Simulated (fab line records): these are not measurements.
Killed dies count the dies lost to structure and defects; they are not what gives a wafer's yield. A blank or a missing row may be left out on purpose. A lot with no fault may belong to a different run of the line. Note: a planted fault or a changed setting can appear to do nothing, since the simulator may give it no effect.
Matching of chambers :: flow nand-harc :: rie-diel-09 running NHARC_A_CHANNEL_HOLE_D2_DESCUM_15: 4 sister chambers
The step chemistry O2, time 3 s. 16 wafers are shown with their chamber, then 8 later ones without.

EACH WAFER AND ITS CHAMBER
wafer: L074.1
chamber: 2
showerhead-plenum-p-Torr (Torr): 1.83
o2-flow-sccm (sccm): 200.6
throttle-valve-pct (%): 11.295

wafer: L074.2
chamber: 1
showerhead-plenum-p-Torr (Torr): 1.90
o2-flow-sccm (sccm): 200.5
throttle-valve-pct (%): 11.310

wafer: L074.6
chamber: 2
showerhead-plenum-p-Torr (Torr): 1.83
o2-flow-sccm (sccm): 200.7
throttle-valve-pct (%): 11.311

wafer: L076.1
chamber: 3
showerhead-plenum-p-Torr (Torr): 2.01
o2-flow-sccm (sccm): 199.7
throttle-valve-pct (%): 11.311

wafer: L076.4
chamber: 2
showerhead-plenum-p-Torr (Torr): 1.83
o2-flow-sccm (sccm): 201.0
throttle-valve-pct (%): 11.308

wafer: L076.5
chamber: 1
showerhead-plenum-p-Torr (Torr): 1.90
o2-flow-sccm (sccm): 199.4
throttle-valve-pct (%): 11.315

wafer: L078.1
chamber: 2
showerhead-plenum-p-Torr (Torr): 1.83
o2-flow-sccm (sccm): 199.4
throttle-valve-pct (%): 11.299

wafer: L078.2
chamber: 1
showerhead-plenum-p-Torr (Torr): 1.90
o2-flow-sccm (sccm): 200.1
throttle-valve-pct (%): 11.297

wafer: L078.6
chamber: 3
showerhead-plenum-p-Torr (Torr): 2.01
o2-flow-sccm (sccm): 199.3
throttle-valve-pct (%): 11.322

wafer: L082.3
chamber: 2
showerhead-plenum-p-Torr (Torr): 1.83
o2-flow-sccm (sccm): 200.2
throttle-valve-pct (%): 11.313

wafer: L082.4
chamber: 0
showerhead-plenum-p-Torr (Torr): 1.84
o2-flow-sccm (sccm): 199.3
throttle-valve-pct (%): 11.302

wafer: L082.5
chamber: 2
showerhead-plenum-p-Torr (Torr): 1.83
o2-flow-sccm (sccm): 199.6
throttle-valve-pct (%): 11.309

wafer: L084.1
chamber: 3
showerhead-plenum-p-Torr (Torr): 2.01
o2-flow-sccm (sccm): 200.6
throttle-valve-pct (%): 11.309

wafer: L084.4
chamber: 2
showerhead-plenum-p-Torr (Torr): 1.83
o2-flow-sccm (sccm): 199.8
throttle-valve-pct (%): 11.313

wafer: L084.5
chamber: 3
showerhead-plenum-p-Torr (Torr): 2.01
o2-flow-sccm (sccm): 199.2
throttle-valve-pct (%): 11.305

wafer: L086.1
chamber: 1
showerhead-plenum-p-Torr (Torr): 1.89
o2-flow-sccm (sccm): 199.6
throttle-valve-pct (%): 11.315

SIGNATURES, as means of the wafers listed above
reading: showerhead-plenum-p-Torr
chamber 0: 1.8400
chamber 1: 1.8975
chamber 2: 1.8300
chamber 3: 2.0100
scatter within a chamber: 0.0025

reading: o2-flow-sccm
chamber 0: 199.300
chamber 1: 199.900
chamber 2: 200.186
chamber 3: 199.700
scatter within a chamber: 0.589

reading: throttle-valve-pct
chamber 0: 11.30200
chamber 1: 11.30925
chamber 2: 11.30686
chamber 3: 11.31175
scatter within a chamber: 0.00751
Rule: a wafer lies at a distance from a chamber equal to the root of the sum of squares, over the readings, of (its reading less the chamber's mean, divided by the reading's scatter). The wafer belongs to the nearest chamber; if the next one is less than 2 further off, it can't be placed. The scatter is the square root of a quotient: the sum, over the shown wafers, of each reading's squared deviation from its chamber's mean, divided by wafers minus chambers.

WAFERS WITHOUT THEIR CHAMBER
wafer: L086.3
showerhead-plenum-p-Torr (Torr): 1.84
o2-flow-sccm (sccm): 200.6
throttle-valve-pct (%): 11.326

wafer: L086.4
showerhead-plenum-p-Torr (Torr): 2.01
o2-flow-sccm (sccm): 200.6
throttle-valve-pct (%): 11.320

wafer: L090.2
showerhead-plenum-p-Torr (Torr): 1.89
o2-flow-sccm (sccm): 199.7
throttle-valve-pct (%): 11.301

wafer: L090.4
showerhead-plenum-p-Torr (Torr): 2.01
o2-flow-sccm (sccm): 200.1
throttle-valve-pct (%): 11.332

wafer: L090.5
showerhead-plenum-p-Torr (Torr): 1.84
o2-flow-sccm (sccm): 200.9
throttle-valve-pct (%): 11.320

wafer: L092.2
showerhead-plenum-p-Torr (Torr): 1.83
o2-flow-sccm (sccm): 199.2
throttle-valve-pct (%): 11.309

wafer: L092.4
showerhead-plenum-p-Torr (Torr): 2.01
o2-flow-sccm (sccm): 199.9
throttle-valve-pct (%): 11.311

wafer: L092.6
showerhead-plenum-p-Torr (Torr): 2.01
o2-flow-sccm (sccm): 200.9
throttle-valve-pct (%): 11.310

WHICH CHAMBER EACH ONE RAN IN
wafer: L086.3
from the rows above: can't be placed: 0 or 2
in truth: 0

wafer: L086.4
from the rows above: 3
in truth: 3

wafer: L090.2
from the rows above: 1
in truth: 1

wafer: L090.4
from the rows above: 3
in truth: 3

wafer: L090.5
from the rows above: can't be placed: 0 or 2
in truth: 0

wafer: L092.2
from the rows above: 2
in truth: 2

wafer: L092.4
from the rows above: 3
in truth: 3

wafer: L092.6
from the rows above: 3
in truth: 3
Correct placement for 6 of the 8. From these rows, 2 cannot be placed; in 2 the true chamber is one of the candidates. 0 placed wrongly.
